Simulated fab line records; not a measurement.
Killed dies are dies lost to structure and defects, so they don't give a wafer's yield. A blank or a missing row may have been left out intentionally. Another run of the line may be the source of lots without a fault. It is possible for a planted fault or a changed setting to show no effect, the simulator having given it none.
Which tool was responsible? | flow nandHarc | 72 wafers from 24 lots sampled at 3 of the route's 1302 steps

== WHAT THE GAUGES READ, wafer by wafer ==
NHARC_P_GATE_INSPECT_28.
lot  | measured     | on               | rawDefectCount
L074 | day 5 06:31  | defectInspect-02 | 9 3 3
L075 | day 5 13:57  | defectInspect-01 | 4 6 7
L076 | day 5 17:58  | defectInspect-01 | 4 7 9
L077 | day 6 12:10  | defectInspect-01 | 6 7 6
L078 | day 7 02:26  | defectInspect-02 | 12 10 10
L079 | day 7 02:37  | defectInspect-02 | 14 10 7
L080 | day 7 14:29  | defectInspect-02 | 4 12 6
L081 | day 7 23:42  | defectInspect-01 | 6 4 9
L082 | day 8 05:41  | defectInspect-02 | 9 8 8
L083 | day 8 22:50  | defectInspect-02 | 5 7 8
L084 | day 9 05:41  | defectInspect-02 | 6 7 9
L085 | day 9 15:57  | defectInspect-02 | 11 9 2
L086 | day 9 20:14  | defectInspect-01 | 5 5 4
L087 | day 10 10:25 | defectInspect-02 | 3 2 6
L088 | day 11 03:27 | defectInspect-02 | 5 3 3
L089 | day 11 04:06 | defectInspect-01 | 2 5 9
L090 | day 11 19:27 | defectInspect-02 | 3 6 3
L091 | day 12 02:36 | defectInspect-01 | 14 7 6
L092 | day 12 19:28 | defectInspect-01 | 4 4 7
L093 | day 13 00:44 | defectInspect-02 | 4 5 9
L094 | day 13 08:00 | defectInspect-02 | 3 3 3
L095 | day 13 23:22 | defectInspect-01 | 3 7 4
L096 | day 14 07:09 | defectInspect-02 | 3 6 8
L097 | day 14 18:45 | defectInspect-02 | 4 10 2

== EACH LOT AND THE TOOL THAT RAN IT (in order: tool; ch and the chambers of the sampled wafers; start) ==
lot  | NHARC_P_ZERO_WELL_RTA_42        | NHARC_P_GATE_DEP_103
L074 | rtpAnneal-01 ch 0, day 2 02:53  | pecvd-01 ch 0, day 5 05:47
L075 | rtpAnneal-01 ch 0, day 2 14:24  | pecvd-02 ch 0,2, day 5 13:16
L076 | rtpAnneal-02 ch 0, day 2 23:01  | pecvd-04 ch 0,2, day 5 17:10
L077 | rtpAnneal-02 ch 0, day 3 08:58  | pecvd-02 ch 0,1,2, day 6 11:29
L078 | rtpAnneal-01 ch 0, day 3 19:41  | pecvd-02 ch 1,2, day 7 01:41
L079 | rtpAnneal-02 ch 0, day 4 05:14  | pecvd-02 ch 0,2, day 7 01:49
L080 | rtpAnneal-02 ch 0, day 4 14:46  | pecvd-01 ch 0,2, day 7 13:49
L081 | rtpAnneal-02 ch 0, day 5 05:02  | pecvd-01 ch 0,1,2, day 7 22:53
L082 | rtpAnneal-02 ch 0, day 5 10:59  | pecvd-01 ch 0,1, day 8 04:54
L083 | rtpAnneal-02 ch 0, day 5 20:58  | pecvd-04 ch 0,2, day 8 22:04
L084 | rtpAnneal-01 ch 0, day 6 07:04  | pecvd-01 ch 0,1,2, day 9 05:06
L085 | rtpAnneal-02 ch 0, day 6 21:13  | pecvd-04 ch 0,2, day 9 15:17
L086 | rtpAnneal-01 ch 0, day 7 03:06  | pecvd-01 ch 0,1,2, day 9 19:35
L087 | rtpAnneal-01 ch 0, day 7 13:11  | pecvd-01 ch 0,2, day 10 09:37
L088 | rtpAnneal-01 ch 0, day 7 23:11  | pecvd-04 ch 0,1, day 11 02:39
L089 | rtpAnneal-01 ch 0, day 8 08:56  | pecvd-02 ch 0,1,2, day 11 03:17
L090 | rtpAnneal-02 ch 0, day 8 18:59  | pecvd-04 ch 0,1,2, day 11 18:50
L091 | rtpAnneal-02 ch 0, day 9 04:45  | pecvd-01 ch 0,2, day 12 01:55
L092 | rtpAnneal-02 ch 0, day 9 17:08  | pecvd-02 ch 0,2, day 12 18:51
L093 | rtpAnneal-01 ch 0, day 10 01:04 | pecvd-02 ch 0,1,2, day 12 23:56
L094 | rtpAnneal-01 ch 0, day 10 10:56 | pecvd-02 ch 0,2, day 13 07:21
L095 | rtpAnneal-01 ch 0, day 10 20:59 | pecvd-02 ch 0,1,2, day 13 22:41
L096 | rtpAnneal-02 ch 0, day 11 06:59 | pecvd-02 ch 0,1,2, day 14 06:23
L097 | rtpAnneal-02 ch 0, day 11 16:59 | pecvd-01 ch 0,1, day 14 17:55
- NHARC_P_ZERO_WELL_RTA_42: time 300 s.
- NHARC_P_GATE_DEP_103: deposits SiON, target thk 30 nm.

== WHAT THE TOOLS THEMSELVES READ (means of the sampled wafers that have a number; where no wafer has one, the mark that the record gives instead) ==
NHARC_P_ZERO_WELL_RTA_42.
lot  | tool         | lampPowerPct (%) | lamp_zone_6_pct (%) | wafer_temp_C_max
L074 | rtpAnneal-01 | 35.9             | 35.9                | 1101.7
L075 | rtpAnneal-01 | 35.9             | 35.8                | 1102.2
L076 | rtpAnneal-02 | 41.1             | 41.0                | 1103.0
L077 | rtpAnneal-02 | 41.0             | 41.0                | 1102.0
L078 | rtpAnneal-01 | 35.9             | 35.8                | 1102.8
L079 | rtpAnneal-02 | 41.2             | 41.1                | 1103.3
L080 | rtpAnneal-02 | 41.1             | 41.1                | 1101.7
L081 | rtpAnneal-02 | 41.2             | 41.1                | 1102.3
L082 | rtpAnneal-02 | 41.1             | 41.1                | 1101.7
L083 | rtpAnneal-02 | 41.1             | 41.0                | 1102.5
L084 | rtpAnneal-01 | 35.8             | 35.9                | 1102.8
L085 | rtpAnneal-02 | 41.1             | 41.1                | 1102.7
L086 | rtpAnneal-01 | 35.9             | 35.8                | 1102.8
L087 | rtpAnneal-01 | 35.8             | 35.7                | 1102.9
L088 | rtpAnneal-01 | 35.8             | 35.8                | 1102.8
L089 | rtpAnneal-01 | 35.9             | 35.8                | 1102.7
L090 | rtpAnneal-02 | 41.1             | 41.0                | 1102.8
L091 | rtpAnneal-02 | 41.1             | 41.0                | 1101.7
L092 | rtpAnneal-02 | 41.1             | 41.0                | 1102.9
L093 | rtpAnneal-01 | 35.8             | 35.9                | 1103.2
L094 | rtpAnneal-01 | 36.0             | 35.9                | 1103.2
L095 | rtpAnneal-01 | 35.9             | 35.9                | 1102.7
L096 | rtpAnneal-02 | 41.1             | 41.1                | 1102.7
L097 | rtpAnneal-02 | 41.1             | 41.1                | 1103.0

NHARC_P_GATE_DEP_103.
lot  | tool     | heaterPowerW (W)
L074 | pecvd-01 | 768
L075 | pecvd-02 | 770
L076 | pecvd-04 | 644
L077 | pecvd-02 | 699
L078 | pecvd-02 | 696
L079 | pecvd-02 | 720
L080 | pecvd-01 | 747
L081 | pecvd-01 | 701
L082 | pecvd-01 | 655
L083 | pecvd-04 | 650
L084 | pecvd-01 | 745
L085 | pecvd-04 | 685
L086 | pecvd-01 | 653
L087 | pecvd-01 | 690
L088 | pecvd-04 | 774
L089 | pecvd-02 | 752
L090 | pecvd-04 | 720
L091 | pecvd-01 | 683
L092 | pecvd-02 | 671
L093 | pecvd-02 | 698
L094 | pecvd-02 | 751
L095 | pecvd-02 | 748
L096 | pecvd-02 | 685
L097 | pecvd-01 | 635

== THE ANSWER, worked out from the rows above alone ==
Rule: the lots themselves supply what counts as usual. Put in order of their means at a reading, lots are off if they are a third of the lots or fewer, leave a main group of 4 or more, and stand apart from it by a gap of 3 or more times the standard deviation of the main group's means; of several such gaps the widest counts. If all means in a main group match to the digits the tables above print for the reading, that group is not used. A lot without any number at a reading at which 4 lots or more have one is off too. Any other lot the step has rows for is counted as sound. The gauges are gone through in route order, then the tools' own readings, and for those a lot's mean is taken as printed above. The first step at which some lot is off is used, and at that step the reading that is off furthest; a lot without a number counts as furthest.
None of the lots is off at any reading shown; this tells nothing.

== WHAT THE SIMULATOR HAD INSERTED ==
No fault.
